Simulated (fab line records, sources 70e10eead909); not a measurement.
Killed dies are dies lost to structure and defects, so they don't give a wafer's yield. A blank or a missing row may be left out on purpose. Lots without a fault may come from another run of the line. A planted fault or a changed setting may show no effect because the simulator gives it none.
Which tool did it? | flow nand_harc | 6 lots, 17 wafers sampled, at 2 steps of a route of 1159

WHAT THE GAUGES READ, wafer by wafer
NHARC_A_SGD_CUT_INSPECT_11.
lot  | measured     | on                | raw_defect_count
L723 | day 14 13:29 | defect_inspect-01 | 21 23 23
L725 | day 15 04:29 | defect_inspect-02 | 6 5 5
L730 | day 16 11:34 | defect_inspect-01 | 6 6 5
L735 | day 17 06:49 | defect_inspect-02 | 35 31
L739 | day 18 09:20 | defect_inspect-01 | 27 28 33
L742 | day 19 15:20 | defect_inspect-01 | 9 25 12

WHICH TOOL RAN EACH LOT (tool, then ch and the chambers of the sampled wafers, then the start)
lot  | NHARC_A_STAIRCASE_CMP_450
L723 | cmp-03 ch 1,2,3, day 14 10:48
L725 | cmp-04 ch 1,2,3, day 15 01:37
L730 | cmp-03 ch 0,2, day 16 08:54
L735 | cmp-01 ch 1,3, day 17 03:52
L739 | cmp-03 ch 0,1,3, day 18 06:37
L742 | cmp-01 ch 0,2, day 19 12:34
- NHARC_A_STAIRCASE_CMP_450: polishes SiO2, target thk 200 nm.

THE ANSWER, worked out from the rows above alone
Rule: what is usual is taken from the lots themselves. Put in order of their means at a reading, lots are off if they are a third of the lots or fewer, leave a main group of 4 or more, and stand apart from it by a gap of 3 or more times the standard deviation of the main group's means; of several such gaps the widest counts. A main group whose means are all the same, to the digits that the tables above print for the reading, isn't used. A lot without any number at a reading at which 4 lots or more have one is off too. The other lots that the step has rows for count as sound.
No lot is off at any reading shown: from this, nothing can be told.

WHAT THE SIMULATOR HAD PUT IN
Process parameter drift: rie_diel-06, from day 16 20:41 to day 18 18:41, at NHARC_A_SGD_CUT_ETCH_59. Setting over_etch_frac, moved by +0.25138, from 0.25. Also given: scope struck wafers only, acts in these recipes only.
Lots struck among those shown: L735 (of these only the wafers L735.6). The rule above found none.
